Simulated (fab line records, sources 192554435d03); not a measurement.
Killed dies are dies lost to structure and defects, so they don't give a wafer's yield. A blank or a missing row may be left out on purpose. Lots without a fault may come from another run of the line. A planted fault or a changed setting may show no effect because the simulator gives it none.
fab line records | flow n5_finfet
record lots=9 wafers=27 last_day=17
route steps=1938 shown BEOL_M2@923 BEOL_M3@949 BEOL_M4@1111 PASSIVATION@1936
lots that met no fault: from a run of the same line without faults
start_h: hours from the record's first day to the start of the lot's first wafer shown | wait_h: hours since the lot's step before | " the same as in the row above | L1.1+2: a row that stands for several wafers | - no value, or no start given | * or withheld: withheld | < > ~ a bound
route shown NAME@n: a module of which the file shows steps, and the number in the route of the first | usual: mean/standard deviation of fault-free wafers | same: alike in all rows | chamber/n: place in a boat | sites: the reading at each site | _std_site: their standard deviation | _edge_site: outer sites' mean less inner sites' | radius_mm: how far each site lies from the wafer's centre | mask NAME#n: copy n | behind: the tool/chamber that last shaped the wafer | hold: why the lot was held/for how many hours/how that ended | device: the transistor (n, p or np) that didn't switch | end of line: the same wafers' tests at the end of the route | a step without rows: its recipe alone | killed: dies lost to structure and defects at the first sort, not the wafer's yield | map: a wafer's dies, x killed, . not, _ none there
set.NAME: the setting as run; set.NAME@STEP: as run at that earlier step | model.NAME: the simulator's own value behind a step, which no gauge read
steps of the route over a sample of lots; a table a step, a row a wafer
services: from which hour (start_h, from the record's first day; less than 0 if before it) a tool's chamber was out of use, for how many hours, and why
## steps
# step N5_BEOL_M2_CMP_52
# recipe stop_on=SiOC t_overpolish_s=6.8 down_force_psi=1 platen_rpm=50 clearing_platen_down_force_psi=1.5 clearing_platen_rpm=50 post_cmp_clean=cu_alkaline target_thk_nm=40 clearing_platen_pad_velocity_m_s=0.99484 pad_velocity_m_s=0.99484
# usual barrier_field_endpoint_s=24.9/0.67 motor_current_A=6.2/0.33 overpolish_run_s=6.800/0.0091 time_to_endpoint_s=63.5/2.8
# columns lot.wafer tool chamber start_h wait_h barrier_field_endpoint_s motor_current_A overpolish_run_s time_to_endpoint_s
L160.1 cmp-03 1 156.60 0.3 24.0 6.7 6.804 62.0
L160.4 " 2 " " 24.4 6.0 6.799 66.0
L160.5 " 2 " " 24.4 6.5 6.804 63.7
L162.2 cmp-02 2 165.04 0.3 24.9 6.7 6.801 62.5
L162.3 " 3 " " 24.4 5.5 6.811 62.0
L162.6 " 0 " " 25.0 6.5 6.803 63.6
L164.1 cmp-03 1 173.56 0.3 24.3 6.6 6.803 57.4
L164.4 " 3 " " 24.5 6.5 6.813 58.3
L164.5 " 2 " " 24.3 6.1 6.795 58.1
L165.3 cmp-01 3 185.16 0.2 25.3 5.9 6.808 68.4
L165.4 " 0 " " 25.7 6.2 6.807 63.4
L165.5 " 0 " " 26.2 5.9 6.808 66.9
L172.1 cmp-01 0 231.49 0.4 24.8 6.0 6.804 69.8
L172.5 " 1 " " 24.9 6.1 6.811 61.7
L172.6 " 2 " " 25.5 5.5 6.813 63.7
L175.4 cmp-03 0 238.23 0.2 25.5 5.8 6.822 61.6
L175.6 " 1 " " 24.5 6.6 6.807 60.8
L175.5 " 2 " " 25.2 6.1 6.798 60.9
L178.2 cmp-02 0 260.00 0.2 25.8 6.6 6.799 65.4
L178.4 " 2 " " 25.7 6.6 6.801 67.1
L178.5 " 3 " " 25.0 6.0 6.798 65.6
L179.4 cmp-02 3 261.76 0.2 25.8 5.6 6.794 62.3
L179.1 " 0 " " 25.5 6.6 6.781 64.1
L179.5 " 2 " " 26.2 6.4 6.799 66.3
L182.3 cmp-01 0 278.81 0.2 24.5 6.0 6.795 65.8
L182.4 " 1 " " 24.3 6.2 6.794 61.0
L182.5 " 0 " " 25.4 5.9 6.805 65.6
# step N5_BEOL_M2_THK_MEAS_53
# recipe thk_meas_gauge=xrf reads=Cu_of_BEOL_M2_ECD_50
# usual M2_THK=40.2/1.5
# columns lot.wafer tool chamber start_h wait_h M2_THK[nm]
L160.1 film_metro-02 - 156.89 - 39.2
L160.4 " - " " 42.0
L160.5 " - " " 41.3
L162.2 film_metro-01 - 165.26 - 41.1
L162.3 " - " " 38.9
L162.6 " - " " 40.2
L164.1 film_metro-02 - 173.86 - 38.6
L164.4 " - " " 40.7
L164.5 " - " " 37.7
L165.3 film_metro-01 - 185.46 - 42.4
L165.4 " - " " 39.7
L165.5 " - " " 40.7
L172.1 film_metro-02 - 231.67 - 40.1
L172.5 " - " " 40.1
L172.6 " - " " 39.4
L175.4 film_metro-02 - 238.41 - 41.3
L175.5 " - " " 36.3
L175.6 " - " " 40.7
L178.2 film_metro-02 - 260.26 - 39.6
L178.4 " - " " 39.5
L178.5 " - " " 40.3
L179.1 film_metro-01 - 261.98 - 40.2
L179.4 " - " " 41.1
L179.5 " - " " 41.4
L182.3 film_metro-02 - 279.10 - 42.5
L182.4 " - " " 41.7
L182.5 " - " " 42.5
# step N5_BEOL_M3_ETCH_63
# recipe chemistry=CF4 target=SiARC target_depth_a=156 mask_material=CAR-EUV time_s=26 ion_energy_ev=80 pressure_mtorr=40 source_w=545 bias_w=36 Ar_flow_sccm=100 cf4_flow_sccm=100 ends=cleared
# usual drypump_motor_current_A=5.8/0.47 etch_rf_on_time_s=25.8/0.97 oes_product_au=0.70/0.075 rf_vpp_V=183.9/0.95 showerhead_plenum_p_Torr=2.12/0.051 throttle_valve_pct=15.50/0.25
# columns lot.wafer tool chamber start_h wait_h drypump_motor_current_A etch_rf_on_time_s oes_product_au rf_hours_counter_h rf_vpp_V showerhead_plenum_p_Torr throttle_valve_pct
L160.1 rie_diel-03 1 158.21 0.0 4.7 25.3 0.78 23 183.6 2.11 15.69
L160.4 " 0 " " 6.5 25.9 0.59 232 184.5 2.14 15.95
L160.5 " 2 " " 5.2 25.8 0.63 - 184.6 2.14 15.79
L162.2 rie_diel-01 0 166.51 0.0 6.0 26.7 0.63 151 184.1 2.14 15.67
L162.3 " 1 " " 5.7 26.2 0.58 228 183.6 2.03 15.73
L162.6 " 1 " " 5.7 26.0 0.59 - 182.1 2.03 15.75
L164.1 rie_diel-05 2 175.55 0.0 5.8 26.3 0.74 44 185.7 2.15 15.05
L164.4 " 3 " " 5.5 24.5 0.84 13 184.7 2.19 15.49
L164.5 " 2 " " 5.7 26.3 0.74 - 183.5 2.15 15.06
L165.3 rie_diel-05 0 186.81 0.0 6.4 25.4 0.67 102 183.0 2.07 15.68
L165.4 " 2 " " 5.7 26.4 0.74 - 185.3 2.15 15.07
L165.5 " 0 " " 6.4 25.0 0.68 - 183.3 2.07 15.67
L172.1 rie_diel-05 0 233.04 0.0 6.4 18.0 0.81 118 182.3 2.07 15.72
L172.5 " 1 " " 5.4 19.1 0.84 - 184.2 2.17 15.36
L172.6 " 0 " " 6.4 17.9 0.82 - 184.2 2.07 15.69
L175.4 rie_diel-05 1 239.53 0.0 5.4 19.2 0.83 71 183.6 2.17 15.37
L175.5 " 1 " " 5.4 19.1 0.84 - 184.6 2.17 15.35
L175.6 " 0 " " 6.4 18.1 0.81 - 184.2 2.07 15.72
L178.2 rie_diel-01 0 261.45 0.0 6.0 26.9 0.60 182 184.8 2.13 15.75
L178.4 " 2 " " 5.6 25.8 0.71 63 183.8 2.08 15.41
L178.5 " 1 " " 5.7 24.7 0.84 - 185.2 2.28 15.26
L179.1 rie_diel-03 2 263.31 0.0 5.2 25.1 0.62 225 184.1 2.12 15.84
L179.4 " 3 " " 6.4 23.5 0.77 49 185.0 2.10 15.19
L179.5 " 1 " " 4.7 25.3 0.74 - 182.0 2.10 15.76
L182.3 rie_diel-01 1 281.36 0.0 5.7 25.0 0.82 9 185.1 2.27 15.27
L182.4 " 3 " " 6.3 27.0 0.62 157 183.0 2.06 15.62
L182.5 " 3 " " 6.3 27.0 0.61 - 182.8 2.06 15.64
# step N5_BEOL_M3_STRIP_19
# recipe chemistry=O2 power_w=400 temp_c=40 pressure_mtorr=30 rf_frequency_hz=6e+07 bias_power_w=0 overash_fraction=0.2 o2_flow_sccm=225
# usual drypump_motor_current_A=5.8/0.54 oes_product_au=0.81/0.091 rf_vpp_V=3.6/0.46 showerhead_plenum_p_Torr=2.06/0.052 temp_c=40.01/0.11 throttle_valve_pct=16.56/0.27
# columns lot.wafer tool chamber start_h wait_h drypump_motor_current_A oes_product_au rf_hours_counter_h rf_vpp_V showerhead_plenum_p_Torr temp_c throttle_valve_pct
L160.1 rie_diel-05 0 158.75 0.3 6.4 0.80 94 3.3 2.03 40.02 16.75
L160.4 " 2 " " 5.7 0.88 - 2.9 2.12 39.89 16.14
L160.5 " 0 " " 6.4 0.79 - 3.7 2.03 40.08 16.73
L162.2 rie_diel-01 0 166.82 0.1 6.0 0.75 151 3.8 2.11 39.87 16.86
L162.3 " 1 " " 5.7 0.67 229 3.8 1.98 39.96 16.75
L162.6 " 0 " " 6.0 0.74 - 4.0 2.11 40.01 16.87
L164.1 rie_diel-01 2 175.87 0.1 5.6 0.89 36 3.9 2.05 40.09 16.50
L164.4 " 3 " " 6.3 0.76 125 3.4 1.99 39.94 16.45
L164.5 " 0 " " 6.0 0.74 - 4.2 2.11 40.13 16.87
L165.3 rie_diel-05 0 187.12 0.1 6.4 0.79 103 3.3 2.03 40.17 16.77
L165.4 " 0 " " 6.4 0.78 - 4.3 2.03 39.97 16.78
L165.5 " 1 " " 5.4 0.82 - 5.0 2.11 40.11 16.28
L172.1 rie_diel-01 0 233.51 0.2 6.0 0.73 171 3.5 2.11 39.97 16.90
L172.5 " 3 " " 6.3 0.75 - 3.0 1.99 39.93 16.46
L172.6 " 0 " " 6.0 0.74 - 3.7 2.11 39.91 16.94
L175.4 rie_diel-03 1 239.84 0.1 4.7 0.88 48 3.9 2.04 40.00 16.68
L175.5 " 0 " " 6.5 0.98 - 3.7 2.04 39.92 16.31
L175.6 " 3 " " 6.4 0.86 - 3.5 2.02 40.07 16.07
L178.2 rie_diel-01 3 261.85 0.1 6.3 0.73 150 3.8 1.98 40.00 16.48
L178.4 " 1 " " 5.7 0.96 3 3.5 2.23 39.97 16.31
L178.5 " 1 " " 5.7 0.98 - 4.4 2.23 39.79 16.31
L179.1 rie_diel-03 0 263.70 0.2 6.5 0.96 9 3.5 2.04 39.95 16.30
L179.4 " 2 " " 5.2 0.71 226 2.8 2.08 39.91 16.92
L179.5 " 2 " " 5.2 0.70 - 3.9 2.08 39.93 16.92
L182.3 rie_diel-05 1 281.67 0.1 5.4 0.79 84 3.2 2.10 39.89 16.32
L182.4 " 2 " " 5.7 0.82 78 3.7 2.10 39.83 16.22
L182.5 " 3 " " 5.5 0.91 - 3.5 2.12 39.97 16.54
# step N5_BEOL_M4_RC_MEAS_101
# usual DIBL_N=37.3/2.3 DIBL_P=37.4/2.9 IOFF_N=0.18/0.045 IOFF_P=0.25/0.054 ION_N=679/15 ION_P=468/9.7 SS_N=71.8/0.62 SS_P=73.6/0.76 VT_N=248/4.1 VT_P=-248/3.6
# columns lot.wafer tool chamber start_h wait_h DIBL_N[mV/V] DIBL_P[mV/V] IOFF_N[nA/um] IOFF_P[nA/um] ION_N[uA/um] ION_P[uA/um] SS_N[mV/dec] SS_P[mV/dec] VT_N[mV] VT_P[mV]
L160.1 prober-01 0 182.56 0.0 36.8 37.7 0.16 0.26 687 483 72.0 74.3 247 -246
L160.4 " 0 " " 36.2 35.5 0.14 0.24 669 466 71.4 73.4 251 -245
L160.5 " 0 " " 37.5 37.9 0.17 0.28 689 482 71.9 73.8 246 -246
L162.2 prober-01 0 189.22 0.2 37.0 38.6 0.17 0.24 697 480 71.6 72.8 247 -249
L162.3 " 0 " " 32.8 32.4 0.09 0.14 651 450 71.4 71.4 259 -254
L162.6 " 0 " " 34.7 35.2 0.12 0.18 666 459 71.6 72.1 253 -249
L164.1 prober-02 0 195.36 0.0 39.0 39.4 0.20 0.25 681 464 71.6 74.0 247 -249
L164.4 " 0 " " 40.6 43.2 0.26 0.31 693 473 72.8 74.9 243 -248
L164.5 " 0 " " 37.3 38.2 0.17 0.22 698 469 72.0 73.0 248 -251
L165.3 prober-02 0 214.31 0.3 34.8 33.3 0.13 0.20 670 466 70.5 74.2 250 -251
L165.4 " 0 " " 36.0 36.1 0.16 0.25 673 460 71.8 74.5 247 -249
L165.5 " 0 " " 33.0 31.3 0.11 0.18 672 465 70.0 73.2 253 -251
L172.1 prober-02 0 260.49 0.0 39.9 41.6 0.25 0.33 703 481 71.6 73.8 245 -243
L172.5 " 0 " " 33.8 33.4 0.12 0.18 675 470 71.2 72.9 252 -251
L172.6 " 0 " " 36.5 36.2 0.15 0.22 658 465 71.5 73.8 253 -247
L175.4 prober-02 0 269.11 0.5 33.5 34.4 0.14 0.20 669 463 70.6 73.1 251 -249
L175.5 " 0 " " 32.0 33.1 0.13 0.19 679 468 70.6 72.6 249 -250
L175.6 " 0 " " 35.5 35.0 0.16 0.21 652 450 71.8 73.5 251 -253
L178.2 prober-02 0 274.66 0.2 39.6 38.4 0.19 0.25 683 464 71.9 74.1 248 -251
L178.4 " 0 " " 41.1 40.5 0.23 0.32 682 467 73.4 74.8 246 -244
L178.5 " 0 " " 36.8 33.9 0.14 0.17 653 449 71.7 72.3 255 -253
L179.1 prober-01 0 292.03 0.0 38.4 38.8 0.19 0.27 677 475 71.7 73.7 246 -244
L179.4 " 0 " " 36.2 35.8 0.15 0.22 662 462 71.6 72.5 252 -245
L179.5 " 0 " " 38.8 39.9 0.20 0.29 677 469 72.2 73.6 248 -245
L182.3 prober-02 0 301.76 0.3 38.2 36.8 0.19 0.30 680 476 71.5 73.7 246 -242
L182.4 " 0 " " 37.2 36.0 0.18 0.26 681 468 71.3 73.0 246 -246
L182.5 " 0 " " 34.7 33.0 0.13 0.21 675 472 71.0 72.6 251 -248
# step N5_PASSIVATION_PROBE_49
# usual defect_limited_yield=91.3/1.5 killed_at_M0_to_M3=35/8.7 killed_at_M4_up=14/5.5 killed_at_contacts=11/5.6 killed_at_front_end=39/13 killed_at_other=3.7/2.2 killed_dies=103/18 killed_open=69/14 killed_short=33/7.8 sort_bin_4_leakage=0.02/0.15 sort_bin_5_function=5.1/0.99 sort_bin_6_memory=3.3/0.67 sort_bin_8_speed=0.02/0.17 sort_n_pass=1077/18 sort_yield_pct=91.2/1.5
# same gross_dies=1180 killed_at_back_side=0
# columns lot.wafer tool chamber start_h wait_h defect_limited_yield[%] killed_at_M0_to_M3 killed_at_M4_up killed_at_contacts killed_at_front_end killed_at_other killed_dies killed_open killed_short sort_bin_4_leakage[%] sort_bin_5_function[%] sort_bin_6_memory[%] sort_bin_8_speed[%] sort_n_pass sort_yield_pct[%]
L172.1 prober-02 - 359.58 0.0 93.1 28 11 8 34 0 81 52 29 0 4.4 2.2 0 1099 93.1
L172.5 prober-02 - 359.78 0.2 91.8 34 19 6 37 1 97 64 33 0 5.3 2.5 0 1083 91.8
L172.6 prober-02 - 359.83 0.3 91.2 36 10 7 44 7 104 64 39 0 6.0 2.5 0 1076 91.2
# killed by level:class
L172.1 FIN_SAQP:geometric_particle:short=12 FIN_SAQP:geometric_particle:open=8 MOL_CONTACT_COAG:geometric_particle:open=7 BEOL_M0_SAQP:geometric_particle:open=7 BEOL_M1:geometric_particle:open=6 BEOL_M4:geometric_particle:open=5 BEOL_M0_SAQP:geometric_particle:short=4 STI_FIN_REVEAL:geometric_particle:open=3
L172.5 FIN_SAQP:geometric_particle:short=11 FIN_SAQP:geometric_particle:open=10 BEOL_M4:geometric_particle:open=10 BEOL_M0_SAQP:geometric_particle:open=9 DUMMY_GATE:geometric_particle:open=6 MOL_CONTACT_COAG:geometric_particle:open=6 BEOL_M1:geometric_particle:open=6 BEOL_M0_SAQP:geometric_particle:short=4
L172.6 FIN_SAQP:geometric_particle:open=13 FIN_SAQP:geometric_particle:short=11 BEOL_M0_SAQP:geometric_particle:open=7 BEOL_M1:geometric_particle:open=6 STI_FIN_REVEAL:geometric_particle:open=5 MOL_CONTACT_COAG:geometric_particle:open=5 BEOL_M0_SAQP:geometric_particle:short=5 BEOL_M2:geometric_particle:open=5
## services
# columns tool chamber start_h hours kind
cmp-01 - 145.63 2.8 repair
cmp-01 - 150.54 10.2 pm
rie_diel-05 3 157.68 15.8 repair
cmp-02 - 179.60 1.8 repair
cmp-01 - 189.80 1.9 repair
cmp-01 - 193.31 2.1 repair
rie_diel-03 0 214.92 - clean
rie_diel-03 0 214.92 - consumable_replace:focus_ring
rie_diel-03 0 214.92 18.6 scheduled_down
rie_diel-03 0 214.92 18.6 vent_cycle
rie_diel-05 3 215.50 3.4 repair
cmp-03 - 221.66 4.0 pm
rie_diel-05 1 223.62 5.1 repair
cmp-02 - 223.84 3.7 repair
rie_diel-01 1 235.70 - clean
rie_diel-01 1 235.70 - consumable_replace:focus_ring
rie_diel-01 1 235.70 - consumable_replace:showerhead
rie_diel-01 1 235.70 14.6 scheduled_down
rie_diel-01 1 235.70 14.6 vent_cycle
rie_diel-01 3 248.54 4.6 repair
cmp-03 - 248.75 2.2 repair
cmp-03 - 265.83 7.2 pm
rie_diel-03 - 271.79 0.6 repair
cmp-03 - 278.20 0.8 repair
## key
first_sign step=N5_BEOL_M3_ETCH_63 reading=etch_rf_on_time_s direction=down sigmas=7.5 usual=* struck=*
effect step=N5_BEOL_M3_ETCH_63 reading=oes_product_au direction=up sigmas=1.7 usual=0.70 struck=0.82
met_at N5_BEOL_M3_ETCH_63
struck_lots L172,L175
not_acting_at N5_BEOL_M2_CMP_52,N5_BEOL_M2_THK_MEAS_53,N5_BEOL_M3_STRIP_19
onset_between 186.81 233.04
fault kind=process_parameter_drift tool=rie_diel-05 chamber=- onset_h=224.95 steps=N5_BEOL_M3_ETCH_63 channel=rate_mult offset=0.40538 shape=step end_h=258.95
